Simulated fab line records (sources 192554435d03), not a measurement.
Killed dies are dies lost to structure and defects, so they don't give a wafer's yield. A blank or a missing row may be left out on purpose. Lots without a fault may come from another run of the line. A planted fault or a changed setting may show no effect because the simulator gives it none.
Chamber matching || flow n5Finfet || N5_BEOL_M4_ETCH_69 on rieDiel-02 has 4 sister chambers
The step etches SiARC in CF4, target depth 15.6 nm, time 26 s. 18 wafers are shown with their chamber, then 9 later ones without.

WAFERS PAIRED WITH THEIR CHAMBERS
{"wafer": "L084.2", "chamber": 0, "drypumpMotorCurrentA (A)": 6.2, "throttleValvePct (%)": 15.60, "oesProductAu (a.u.)": 0.65}
{"wafer": "L084.5", "chamber": 1, "drypumpMotorCurrentA (A)": 5.2, "throttleValvePct (%)": 15.68, "oesProductAu (a.u.)": 0.63}
{"wafer": "L084.6", "chamber": 2, "drypumpMotorCurrentA (A)": 5.3, "throttleValvePct (%)": 16.16, "oesProductAu (a.u.)": 0.60}
{"wafer": "L085.2", "chamber": 0, "drypumpMotorCurrentA (A)": 6.1, "throttleValvePct (%)": 15.60, "oesProductAu (a.u.)": 0.65}
{"wafer": "L085.5", "chamber": 2, "drypumpMotorCurrentA (A)": 5.3, "throttleValvePct (%)": 16.19, "oesProductAu (a.u.)": 0.59}
{"wafer": "L085.6", "chamber": 1, "drypumpMotorCurrentA (A)": 5.2, "throttleValvePct (%)": 15.66, "oesProductAu (a.u.)": 0.64}
{"wafer": "L086.1", "chamber": 2, "drypumpMotorCurrentA (A)": 5.3, "throttleValvePct (%)": 16.18, "oesProductAu (a.u.)": 0.59}
{"wafer": "L086.3", "chamber": 1, "drypumpMotorCurrentA (A)": 5.2, "throttleValvePct (%)": 15.68, "oesProductAu (a.u.)": 0.63}
{"wafer": "L086.5", "chamber": 2, "drypumpMotorCurrentA (A)": 5.3, "throttleValvePct (%)": 16.17, "oesProductAu (a.u.)": 0.60}
{"wafer": "L089.1", "chamber": 1, "drypumpMotorCurrentA (A)": 5.2, "throttleValvePct (%)": 15.68, "oesProductAu (a.u.)": 0.63}
{"wafer": "L089.4", "chamber": 0, "drypumpMotorCurrentA (A)": 6.1, "throttleValvePct (%)": 15.61, "oesProductAu (a.u.)": 0.63}
{"wafer": "L089.6", "chamber": 3, "drypumpMotorCurrentA (A)": 5.1, "throttleValvePct (%)": 16.04, "oesProductAu (a.u.)": 0.61}
{"wafer": "L090.3", "chamber": 3, "drypumpMotorCurrentA (A)": 5.1, "throttleValvePct (%)": 16.04, "oesProductAu (a.u.)": 0.61}
{"wafer": "L090.4", "chamber": 2, "drypumpMotorCurrentA (A)": 5.3, "throttleValvePct (%)": 16.19, "oesProductAu (a.u.)": 0.58}
{"wafer": "L090.6", "chamber": 2, "drypumpMotorCurrentA (A)": 5.3, "throttleValvePct (%)": 16.18, "oesProductAu (a.u.)": 0.59}
{"wafer": "L092.3", "chamber": 2, "drypumpMotorCurrentA (A)": 5.3, "throttleValvePct (%)": 16.20, "oesProductAu (a.u.)": 0.59}
{"wafer": "L092.5", "chamber": 1, "drypumpMotorCurrentA (A)": 5.2, "throttleValvePct (%)": 15.70, "oesProductAu (a.u.)": 0.62}
{"wafer": "L092.6", "chamber": 2, "drypumpMotorCurrentA (A)": 5.3, "throttleValvePct (%)": 16.20, "oesProductAu (a.u.)": 0.59}

SIGNATURES (means of the wafers above)
{"reading": "drypumpMotorCurrentA", "chamber 0": 6.133, "chamber 1": 5.200, "chamber 2": 5.300, "chamber 3": 5.100, "scatter within a chamber": 0.0218}
{"reading": "throttleValvePct", "chamber 0": 15.6033, "chamber 1": 15.6800, "chamber 2": 16.1837, "chamber 3": 16.0400, "scatter within a chamber": 0.0127}
{"reading": "oesProductAu", "chamber 0": 0.6433, "chamber 1": 0.6300, "chamber 2": 0.5912, "chamber 3": 0.6100, "scatter within a chamber": 0.00734}
Rule: for a wafer and a chamber, the distance is found by dividing, reading by reading, the gap between the wafer's reading and the chamber's mean by the reading's scatter, squaring, summing and taking the root. If the next closest chamber is less than 2 further off than the closest, the wafer can't be placed; otherwise it belongs to the closest. The scatter: the root of (the sum of the squares of (reading less its chamber's mean) over the shown wafers, divided by (wafers less chambers)).

WAFERS WHOSE CHAMBER IS MISSING
{"wafer": "L095.2", "drypumpMotorCurrentA (A)": 6.1, "throttleValvePct (%)": 15.65, "oesProductAu (a.u.)": 0.63}
{"wafer": "L095.5", "drypumpMotorCurrentA (A)": 6.1, "throttleValvePct (%)": 15.64, "oesProductAu (a.u.)": 0.63}
{"wafer": "L095.6", "drypumpMotorCurrentA (A)": 5.2, "throttleValvePct (%)": 15.71, "oesProductAu (a.u.)": 0.62}
{"wafer": "L094.3", "drypumpMotorCurrentA (A)": 5.3, "throttleValvePct (%)": 16.20, "oesProductAu (a.u.)": 0.59}
{"wafer": "L094.5", "drypumpMotorCurrentA (A)": 5.3, "throttleValvePct (%)": 16.21, "oesProductAu (a.u.)": 0.58}
{"wafer": "L094.6", "drypumpMotorCurrentA (A)": 5.2, "throttleValvePct (%)": 15.72, "oesProductAu (a.u.)": 0.62}
{"wafer": "L096.1", "drypumpMotorCurrentA (A)": 5.1, "throttleValvePct (%)": 16.07, "oesProductAu (a.u.)": 0.60}
{"wafer": "L096.2", "drypumpMotorCurrentA (A)": 5.2, "throttleValvePct (%)": 15.71, "oesProductAu (a.u.)": 0.62}
{"wafer": "L096.5", "drypumpMotorCurrentA (A)": 6.2, "throttleValvePct (%)": 15.64, "oesProductAu (a.u.)": 0.63}

THE CHAMBER EACH PASSED THROUGH
{"wafer": "L095.2", "from the rows above": 0, "in truth": 0}
{"wafer": "L095.5", "from the rows above": 0, "in truth": 0}
{"wafer": "L095.6", "from the rows above": 1, "in truth": 1}
{"wafer": "L094.3", "from the rows above": 2, "in truth": 2}
{"wafer": "L094.5", "from the rows above": 2, "in truth": 2}
{"wafer": "L094.6", "from the rows above": 1, "in truth": 1}
{"wafer": "L096.1", "from the rows above": 3, "in truth": 3}
{"wafer": "L096.2", "from the rows above": 1, "in truth": 1}
{"wafer": "L096.5", "from the rows above": 0, "in truth": 0}
Correctly placed: 9 of 9. Not placeable from these rows: 0. Wrongly placed: 0.
